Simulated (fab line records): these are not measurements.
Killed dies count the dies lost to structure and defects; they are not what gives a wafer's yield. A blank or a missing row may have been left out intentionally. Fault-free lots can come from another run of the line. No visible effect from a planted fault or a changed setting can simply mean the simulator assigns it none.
fab line records    flow nand-harc
record: lots: 12  wafers: 34  last-day: 26
route steps=1159 shown A_STAIRCASE@738 A_SGD_CUT@776 A_WL_FILL@814
lots with no fault: from the same line, run without faults
start-h: hours from the record's first day to the start of the lot's first wafer shown    wait-h: time in hours since the lot's previous step    " unchanged from the row above    L1.1+2: one row covering several wafers at once    - either no value or no given start    * or withheld: withheld    < > ~ a bound
route shown NAME@n: NAME is a module with steps in the file, n the number in the route of the first one    usual: mean/standard deviation taken from wafers without a fault    same: alike in all rows    chamber/n: place in a boat    sites: the reading at each site    _std_site: how widely they spread, as a standard deviation    _edge_site: outer sites' mean less inner sites'    radius-mm: for every site, how far away it sits from the centre of the wafer    mask NAME#n: copy n    behind: tool/chamber where the wafer was last shaped    hold: reason for holding the lot/hours on hold/outcome of the hold    device: names the non-switching transistor (n, p or np)    end of line: tests of these same wafers at the route's end    a step with no rows: only its recipe    killed: dies lost to structure and defects at the first sort, not the wafer's yield    map: the dies of a wafer, with x for killed, . for not killed, _ for no die there
set.NAME: the run value of the setting; set.NAME@STEP: its run value at that earlier step    model.NAME: the simulator's own value behind a step, which no gauge read
the route's steps for a sample of lots (tables are steps, rows are wafers)
services: when a tool's chamber went out of use (start-h, in hours from the record's first day, below 0 if earlier), for how many hours, and the reason
== steps ==
step: NHARC_A_STAIRCASE_ETCHBACK_422
recipe: target-depth-a: 400  over-etch-frac: 0.3  time-s: 74.286  ion-energy-ev: 120  ch3f-flow-sccm: 50  o2-flow-sccm: 30  ar-flow-sccm: 200  rf-w: 500  bias-w: 100  chemistry: CH3F/O2
usual: drypump-motor-current-A: 5.8/0.52  oes-product-au: 0.95/0.037  rf-vpp-V: 244.0/1.9  run-length-s: 95.8/0.37  showerhead-plenum-p-Torr: 2.43/0.12  throttle-valve-pct: 20.663/0.0088
lot.wafer  tool         chamber  start-h  wait-h  drypump-motor-current-A  oes-product-au  rf-hours-counter-h  rf-vpp-V  run-length-s  showerhead-plenum-p-Torr  throttle-valve-pct
L501.4     rie-diel-12  0        305.59   0.2     6.4                      0.92            34                  243.3     95.9          2.37                      20.675
L501.3     "            1        "        "       6.0                      0.92            33                  245.5     95.7          2.58                      20.669
L501.5     "            2        "        "       5.1                      0.92            -                   241.2     96.1          2.30                      20.660
L502.3     rie-diel-12  3        318.57   0.1     6.1                      0.96            39                  245.5     95.6          2.56                      20.667
L502.1     "            1        "        "       6.0                      0.96            36                  245.3     96.0          2.57                      20.661
L502.6     "            2        "        "       5.1                      0.95            -                   241.0     95.3          2.30                      20.665
L505.2     rie-diel-12  2        339.97   0.2     5.2                      0.94            32                  241.4     95.5          2.29                      20.666
L505.6     "            1        "        "       6.0                      0.92            -                   245.2     95.7          2.57                      20.661
L505.5     "            2        "        "       5.2                      0.94            -                   242.9     95.9          2.29                      20.667
L508.3     rie-diel-12  3        366.79   0.1     6.1                      0.91            53                  246.9     95.6          2.55                      20.647
L508.4     "            1        "        "       6.0                      0.93            46                  246.6     95.7          2.57                      20.664
L512.3     rie-diel-08  2        403.10   0.2     4.8                      0.92            33                  245.4     94.4          2.57                      20.670
L512.5     "            0        "        "       5.7                      0.92            -                   246.2     95.7          2.65                      20.656
L516.2     rie-diel-08  3        423.40   0.3     5.1                      0.92            35                  243.3     95.6          2.35                      20.673
L516.3     "            0        "        "       5.7                      0.92            44                  247.0     95.9          2.64                      20.656
L516.4     "            1        "        "       5.4                      0.93            38                  245.5     95.4          2.51                      20.658
L514.3     rie-diel-11  3        423.92   0.1     4.8                      0.93            21                  243.3     95.6          2.32                      20.676
L514.2     "            0        "        "       5.9                      0.94            22                  242.8     95.0          2.29                      20.670
L514.5     "            3        "        "       4.8                      0.93            -                   243.6     96.2          2.32                      20.648
L519.2     rie-diel-12  0        433.55   0.2     6.4                      0.91            24                  243.6     95.9          2.35                      20.656
L519.4     "            0        "        "       6.4                      0.91            -                   241.6     96.6          2.35                      20.663
L519.5     "            1        "        "       6.0                      0.93            -                   244.7     96.0          2.56                      20.656
L521.1     rie-diel-12  0        445.61   0.1     6.4                      0.98            31                  242.4     96.1          2.35                      20.664
L521.2     "            2        "        "       5.2                      1.01            29                  241.1     95.4          2.28                      20.657
L521.3     "            3        "        "       6.1                      0.99            16                  244.5     95.8          2.54                      20.657
L520.4     rie-diel-12  2        446.05   0.1     5.1                      0.93            29                  241.9     95.4          2.28                      20.673
L520.3     "            0        "        "       6.4                      0.92            31                  243.4     96.0          2.35                      20.681
L520.6     "            2        "        "       5.1                      0.94            -                   240.8     95.5          2.28                      20.648
L524.2     rie-diel-12  2        457.41   0.1     5.1                      0.93            33                  242.4     95.9          2.28                      20.670
L524.3     "            0        "        "       6.4                      0.92            35                  243.6     96.1          2.35                      20.655
L524.5     "            2        "        "       5.2                      0.94            -                   241.8     96.0          2.27                      20.666
L523.1     rie-diel-12  2        457.97   0.1     5.2                      1.01            33                  241.4     95.5          2.28                      20.667
L523.2     "            0        "        "       6.4                      1.00            35                  242.2     96.0          2.35                      20.647
L523.4     "            2        "        "       5.2                      1.02            -                   241.8     95.3          2.28                      20.659
step: NHARC_A_SGD_CUT_ETCHBACK_24
recipe: target-depth-a: 500  over-etch-frac: 0.3  time-s: 92.857  ion-energy-ev: 120  ch3f-flow-sccm: 50  o2-flow-sccm: 30  ar-flow-sccm: 200  rf-w: 500  bias-w: 100  chemistry: CH3F/O2
usual: drypump-motor-current-A: 5.7/0.39  oes-product-au: 0.989/0.028  rf-vpp-V: 244.1/1.6  run-length-s: 114.2/0.42  showerhead-plenum-p-Torr: 2.45/0.11  throttle-valve-pct: 20.664/0.0086
lot.wafer  tool         chamber  start-h  wait-h  drypump-motor-current-A  oes-product-au  rf-hours-counter-h  rf-vpp-V  run-length-s  showerhead-plenum-p-Torr  throttle-valve-pct
L501.3     rie-diel-02  3        313.73   0.1     6.2                      1.008           17                  242.0     114.0         2.29                      20.661
L501.4     "            2        "        "       5.4                      0.983           17                  244.5     114.6         2.42                      20.666
L501.5     "            0        "        "       5.5                      0.992           -                   245.3     114.0         2.49                      20.671
L502.1     rie-diel-01  1        326.83   0.1     5.6                      1.001           0                   245.2     113.9         2.49                      20.666
L502.3     "            3        "        "       5.5                      0.997           0                   243.2     113.6         2.33                      20.666
L502.6     "            1        "        "       5.6                      1.000           -                   244.8     113.9         2.49                      20.657
L505.2     rie-diel-02  1        348.25   0.2     6.1                      0.987           1                   242.8     113.8         2.31                      20.668
L505.6     "            3        "        "       6.2                      0.994           -                   242.5     113.6         2.29                      20.664
L505.5     "            0        "        "       5.5                      0.993           -                   244.0     114.7         2.49                      20.649
L508.3     rie-diel-02  0        374.80   0.2     5.5                      0.925           4                   245.6     114.2         2.49                      20.666
L508.4     "            1        "        "       6.0                      0.932           3                   242.2     113.9         2.31                      20.667
L512.3     rie-diel-04  2        417.31   0.1     5.8                      0.988           10                  246.0     114.4         2.64                      20.669
L512.5     "            1        "        "       5.2                      0.997           -                   246.2     114.4         2.60                      20.659
L516.2     rie-diel-01  2        432.86   0.1     5.1                      1.015           5                   244.3     115.1         2.50                      20.657
L516.3     "            3        "        "       5.6                      1.012           5                   243.0     113.5         2.32                      20.669
L516.4     "            1        "        "       5.6                      1.007           5                   244.5     114.6         2.49                      20.667
L514.3     rie-diel-02  2        432.88   0.2     5.4                      0.995           9                   242.9     114.5         2.41                      20.657
L514.2     "            0        "        "       5.5                      0.997           10                  245.0     113.8         2.48                      20.667
L514.5     "            1        "        "       6.1                      0.996           -                   242.9     114.1         2.31                      20.659
L519.2     rie-diel-01  1        442.33   0.2     5.6                      0.942           7                   244.5     113.9         2.49                      20.671
L519.4     "            2        "        "       5.1                      0.933           -                   245.0     115.0         2.50                      20.678
L519.5     "            1        "        "       5.6                      0.923           -                   245.6     114.1         2.49                      20.673
L521.1     rie-diel-02  0        455.26   0.1     5.5                      1.002           14                  244.9     113.7         2.48                      20.661
L521.2     "            1        "        "       6.1                      1.005           12                  242.5     114.1         2.31                      20.655
L521.3     "            3        "        "       6.2                      1.012           12                  241.6     113.5         2.28                      20.677
L520.3     rie-diel-04  3        455.34   0.2     6.2                      1.013           14                  243.4     114.1         2.42                      20.665
L520.4     "            0        "        "       5.7                      0.988           14                  245.5     113.9         2.62                      20.681
L520.6     "            2        "        "       5.8                      0.990           -                   245.6     114.1         2.64                      20.657
L524.2     rie-diel-02  2        465.63   0.2     5.4                      1.011           13                  243.8     114.2         2.41                      20.663
L524.3     "            0        "        "       5.5                      0.996           15                  244.6     114.2         2.48                      20.658
L524.5     "            2        "        "       5.4                      1.007           -                   242.9     114.1         2.41                      20.679
L523.1     rie-diel-04  2        465.66   0.1     5.8                      0.923           14                  245.3     114.5         2.63                      20.658
L523.4     "            0        "        "       5.7                      0.929           15                  246.0     113.8         2.62                      20.663
L523.2     "            1        "        "       5.2                      0.937           15                  246.8     114.3         2.60                      20.661
step: NHARC_A_SGD_CUT_STRIP_28
recipe: time-s: 20  o2-flow-sccm: 500  ar-flow-sccm: 0  bias-w: 0  chemistry: O2
usual: drypump-motor-current-A: 5.7/0.39  oes-product-au: 1.004/0.0087  rf-vpp-V: 57.7/0.88  showerhead-plenum-p-Torr: 3.51/0.15  throttle-valve-pct: 17.037/0.01
lot.wafer  tool         chamber  start-h  wait-h  drypump-motor-current-A  oes-product-au  rf-hours-counter-h  rf-vpp-V  showerhead-plenum-p-Torr  throttle-valve-pct
L501.4     rie-diel-02  2        -        -       5.4                      1.003           17                  57.2      3.47                      17.039
L501.3     "            1        "        "       6.1                      0.998           17                  58.5      3.33                      17.046
L501.5     "            3        "        "       6.2                      1.020           -                   56.8      3.29                      17.036
L502.1     rie-diel-01  3        -        -       5.6                      0.995           0                   57.8      3.34                      17.052
L502.3     "            1        "        "       5.6                      0.990           0                   57.6      3.57                      17.051
L502.6     "            3        "        "       5.6                      0.999           -                   57.9      3.34                      17.036
L505.2     rie-diel-02  2        -        -       5.4                      0.993           1                   58.4      3.47                      17.040
L505.5     "            3        "        "       6.2                      1.002           -                   57.1      3.29                      17.050
L505.6     "            0        "        "       5.5                      1.004           -                   56.4      3.57                      17.017
L508.4     rie-diel-02  1        -        -       6.1                      1.004           3                   59.0      3.33                      17.029
L508.3     "            2        "        "       5.4                      1.002           4                   57.7      3.47                      17.034
L512.3     rie-diel-04  2        -        -       5.8                      0.991           10                  58.7      3.78                      17.043
L512.5     "            1        "        "       5.2                      1.002           -                   59.0      3.73                      17.038
L516.2     rie-diel-01  1        -        -       5.6                      1.005           5                   57.8      3.57                      17.047
L516.3     "            3        "        "       5.6                      1.019           5                   58.2      3.34                      17.041
L516.4     "            0        "        "       6.3                      1.019           4                   59.2      3.55                      17.024
L514.2     rie-diel-02  1        433.06   0.1     6.1                      1.001           8                   56.6      3.32                      17.042
L514.3     "            2        "        "       5.4                      0.997           9                   57.8      3.46                      17.036
L514.5     "            0        "        "       5.5                      1.000           -                   56.8      3.56                      17.037
L519.2     rie-diel-01  0        442.47   0.1     6.4                      1.011           6                   56.0      3.55                      17.053
L519.4     "            2        "        "       5.1                      1.012           -                   57.2      3.58                      17.039
L519.5     "            0        "        "       6.4                      1.024           -                   58.8      3.55                      17.041
L521.1     rie-diel-02  1        -        -       6.1                      1.004           12                  57.5      3.32                      17.053
L521.3     "            2        "        "       5.4                      0.997           12                  57.5      3.46                      17.050
L521.2     "            3        "        "       6.2                      1.002           12                  57.5      3.29                      17.034
L520.4     rie-diel-04  3        -        -       6.2                      1.016           14                  58.2      3.47                      17.038
L520.3     "            0        "        "       5.7                      1.007           14                  58.4      3.75                      17.036
L520.6     "            3        "        "       6.2                      1.021           -                   56.5      3.47                      17.021
L524.3     rie-diel-02  0        -        -       5.5                      0.995           15                  57.1      3.56                      17.029
L524.2     "            2        "        "       5.4                      1.008           13                  57.8      3.46                      17.033
L524.5     "            3        "        "       6.1                      1.015           -                   57.9      3.29                      17.036
L523.1     rie-diel-04  3        -        -       6.2                      1.023           15                  57.1      3.47                      17.021
L523.2     "            0        "        "       5.7                      1.004           15                  58.5      3.75                      17.038
L523.4     "            2        "        "       5.8                      0.998           15                  57.8      3.77                      17.055
step: NHARC_A_WL_FILL_ETCHBACK_04
recipe: target-depth-a: 600  time-s: 120  chemistry: NF3
usual: drypump-motor-current-A: 5.8/0.43  oes-product-au: 1.003/0.011  run-length-s: 141.5/0.37
lot.wafer  tool          chamber  start-h  wait-h  drypump-motor-current-A  oes-product-au  rf-hours-counter-h  run-length-s
L501.4     rie-metal-02  1        349.42   1.5     6.5                      0.992           -                   141.3
L501.3     "             0        "        "       5.1                      0.992           -                   141.4
L501.5     "             0        "        "       5.1                      0.997           -                   141.3
L502.1     rie-metal-03  0        357.34   2.4     5.5                      1.022           1.7                 141.2
L502.3     "             1        "        "       5.7                      1.000           -                   141.2
L502.6     "             0        "        "       5.5                      1.019           -                   141.3
L505.2     rie-metal-02  0        374.27   2.9     5.1                      0.976           4.2                 141.4
L505.5     "             0        "        "       5.2                      0.988           -                   141.4
L505.6     "             1        "        "       6.5                      0.992           -                   141.4
L508.3     rie-metal-03  0        402.59   1.5     5.5                      1.024           -                   111.3
L508.4     "             1        "        "       5.7                      0.991           -                   141.2
L512.3     rie-metal-03  0        442.04   1.6     5.5                      1.026           -                   111.6
L512.5     "             1        "        "       5.7                      1.002           -                   141.0
L516.2     rie-metal-01  1        455.88   2.3     5.8                      1.004           3.4                 141.3
L516.4     "             1        "        "       5.8                      0.987           -                   141.7
L516.3     "             0        "        "       5.9                      1.018           -                   142.0
L514.2     rie-metal-02  1        458.86   4.2     6.5                      1.005           1.5                 141.1
L514.3     "             0        "        "       5.1                      0.998           -                   141.6
L514.5     "             0        "        "       5.1                      1.009           -                   141.3
L519.2     rie-metal-01  1        468.68   2.8     5.7                      0.999           3.8                 141.6
L519.4     "             0        "        "       5.9                      1.008           -                   142.2
L519.5     "             1        "        "       5.7                      0.993           -                   141.5
L521.1     rie-metal-02  0        475.52   2.4     5.1                      0.996           1.8                 141.2
L521.2     "             1        "        "       6.5                      1.003           1.8                 141.4
L521.3     "             0        "        "       5.1                      1.011           -                   141.5
L520.3     rie-metal-02  1        478.43   1.5     6.5                      1.009           -                   141.2
L520.4     "             0        "        "       5.1                      1.006           -                   141.3
L520.6     "             0        "        "       5.1                      1.013           -                   141.3
L523.2     rie-metal-01  1        489.10   2.8     5.7                      1.004           4.7                 141.4
L523.1     "             0        "        "       5.9                      1.008           4.7                 142.2
L523.4     "             1        "        "       5.8                      0.997           -                   141.7
L524.2     rie-metal-02  1        494.23   2.9     6.5                      0.999           2.6                 141.3
L524.3     "             1        "        "       6.5                      1.006           -                   141.9
L524.5     "             0        "        "       5.1                      1.008           -                   141.5
== services ==
tool          chamber  start-h  hours  kind
rie-diel-02   3        281.90   2.9    repair
rie-diel-02   1        287.57   3.7    repair
rie-diel-04   -        289.07   9.0    pm
rie-diel-08   -        303.12   9.0    pm
rie-diel-01   -        314.80   9.0    pm
rie-diel-02   -        328.34   9.0    pm
rie-metal-01  -        332.00   9.0    pm
rie-diel-01   0        351.34   3.3    repair
rie-diel-02   1        359.73   7.4    repair
rie-diel-01   1        367.25   9.1    repair
rie-diel-01   0        371.65   7.3    repair
rie-diel-12   -        380.27   9.0    pm
rie-metal-02  -        388.00   9.0    pm
rie-diel-12   3        413.28   24.8   repair
rie-diel-01   3        417.50   6.4    repair
rie-diel-04   2        417.78   2.6    repair
rie-diel-04   2        428.72   7.5    repair
rie-diel-02   3        431.82   3.5    repair
rie-diel-01   3        435.57   9.0    repair
rie-diel-12   3        451.21   7.5    repair
rie-metal-03  -        453.00   9.0    pm
rie-diel-04   -        466.07   9.0    pm
rie-diel-01   0        476.86   2.6    repair
rie-diel-01   -        491.80   9.0    pm
== key ==
first-sign: step: NHARC_A_WL_FILL_ETCHBACK_04  reading: run-length-s  direction: down  sigmas: 81  usual: *  struck: *
effect none on later readings
met-at NHARC_A_WL_FILL_ETCHBACK_04
struck-lots L508,L512
struck-wafers L508.3,L512.3
sort-left-out L512.3
tester-left-out L508,L512
not-acting-at NHARC_A_STAIRCASE_ETCHBACK_422,NHARC_A_SGD_CUT_ETCHBACK_24,NHARC_A_SGD_CUT_STRIP_28
onset-between 357.34 402.59
fault: kind: process-parameter-drift  tool: rie-metal-03  chamber: -  onset-h: 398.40  steps: NHARC_A_WL_FILL_ETCHBACK_04  channel: time-s  offset: *  shape: step  end-h: 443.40  scope: struck-wafers-only  acts-in: *  stated: *
tester-left-out: of these lots the tester's yield and bins aren't shown, on N5 and GAA mostly nor the transistor test; their killed dies are dies lost to structure and defects alone, not to doping, threshold or leakage, so they don't give the yield
sort-left-out: the simulated sort isn't trusted on such a fault, so these wafers' sort isn't shown, and their yield isn't known
